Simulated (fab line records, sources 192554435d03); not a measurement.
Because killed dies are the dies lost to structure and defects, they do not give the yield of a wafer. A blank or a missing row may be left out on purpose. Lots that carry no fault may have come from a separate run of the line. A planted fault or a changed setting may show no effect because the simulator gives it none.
Chamber matching || flow n5-finfet || 3 sister chambers for N5_BEOL_M11_CURE_71 on uv-cure-01
The step cures SiCOH lowk, time 240 s. 14 wafers are shown with their chamber, then 7 later ones without.

== WAFERS, EACH WITH ITS CHAMBER ==
{"wafer": "L081.1", "chamber": 2, "wafer_temp_C_max": 387.6, "lamp-power-pct (%)": 52.33}
{"wafer": "L081.2", "chamber": 2, "wafer_temp_C_max": 388.3, "lamp-power-pct (%)": 52.35}
{"wafer": "L081.3", "chamber": 2, "wafer_temp_C_max": 388.9, "lamp-power-pct (%)": 52.30}
{"wafer": "L082.2", "chamber": 1, "wafer_temp_C_max": 386.4, "lamp-power-pct (%)": 52.35}
{"wafer": "L082.4", "chamber": 1, "wafer_temp_C_max": 386.4, "lamp-power-pct (%)": 52.33}
{"wafer": "L082.6", "chamber": 1, "wafer_temp_C_max": 387.2, "lamp-power-pct (%)": 52.31}
{"wafer": "L085.3", "chamber": 2, "wafer_temp_C_max": 388.3, "lamp-power-pct (%)": 52.13}
{"wafer": "L085.5", "chamber": 2, "wafer_temp_C_max": 389.2, "lamp-power-pct (%)": 52.31}
{"wafer": "L085.6", "chamber": 2, "wafer_temp_C_max": 387.8, "lamp-power-pct (%)": 52.30}
{"wafer": "L086.2", "chamber": 2, "wafer_temp_C_max": 387.5, "lamp-power-pct (%)": 52.30}
{"wafer": "L086.3", "chamber": 2, "wafer_temp_C_max": 388.5, "lamp-power-pct (%)": 52.29}
{"wafer": "L086.5", "chamber": 2, "wafer_temp_C_max": 387.5, "lamp-power-pct (%)": 52.24}
{"wafer": "L087.2", "chamber": 0, "wafer_temp_C_max": 386.0, "lamp-power-pct (%)": 52.35}
{"wafer": "L087.3", "chamber": 0, "wafer_temp_C_max": 386.2, "lamp-power-pct (%)": 52.28}

SIGNATURES (means of the wafers above)
{"reading": "wafer_temp_C_max", "chamber 0": 386.100, "chamber 1": 386.667, "chamber 2": 388.178, "scatter within a chamber": 0.567}
{"reading": "lamp-power-pct", "chamber 0": 52.3150, "chamber 1": 52.3300, "chamber 2": 52.2833, "scatter within a chamber": 0.0579}
Rule: a wafer lies at a distance from a chamber equal to the root of the sum of squares, over the readings, of (its reading less the chamber's mean, divided by the reading's scatter). If the next closest chamber is less than 2 further off than the closest, the wafer can't be placed; otherwise it belongs to the closest. The scatter: take each reading less its chamber's mean, square it, sum over the shown wafers, divide by the number of wafers less the number of chambers, and take the root.

== WAFERS WITH NO CHAMBER GIVEN ==
{"wafer": "L087.4", "wafer_temp_C_max": 386.0, "lamp-power-pct (%)": 52.33}
{"wafer": "L091.1", "wafer_temp_C_max": 386.2, "lamp-power-pct (%)": 52.38}
{"wafer": "L091.2", "wafer_temp_C_max": 385.9, "lamp-power-pct (%)": 52.35}
{"wafer": "L091.5", "wafer_temp_C_max": 385.9, "lamp-power-pct (%)": 52.28}
{"wafer": "L090.3", "wafer_temp_C_max": 386.8, "lamp-power-pct (%)": 52.26}
{"wafer": "L090.4", "wafer_temp_C_max": 386.0, "lamp-power-pct (%)": 52.36}
{"wafer": "L090.5", "wafer_temp_C_max": 387.0, "lamp-power-pct (%)": 52.26}

== THE CHAMBER EACH PASSED THROUGH ==
{"wafer": "L087.4", "from the rows above": "can't be placed: 0 or 1", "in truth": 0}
{"wafer": "L091.1", "from the rows above": "can't be placed: 0 or 1", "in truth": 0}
{"wafer": "L091.2", "from the rows above": "can't be placed: 0 or 1", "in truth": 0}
{"wafer": "L091.5", "from the rows above": "can't be placed: 0 or 1", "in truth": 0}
{"wafer": "L090.3", "from the rows above": "can't be placed: 1 or 0 or 2", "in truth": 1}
{"wafer": "L090.4", "from the rows above": "can't be placed: 0 or 1", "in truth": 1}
{"wafer": "L090.5", "from the rows above": "can't be placed: 1 or 0 or 2", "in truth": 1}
Correctly placed: 0 of 7. From these rows, 7 cannot be placed; in 7 the true chamber is one of the candidates. 0 placed wrongly.
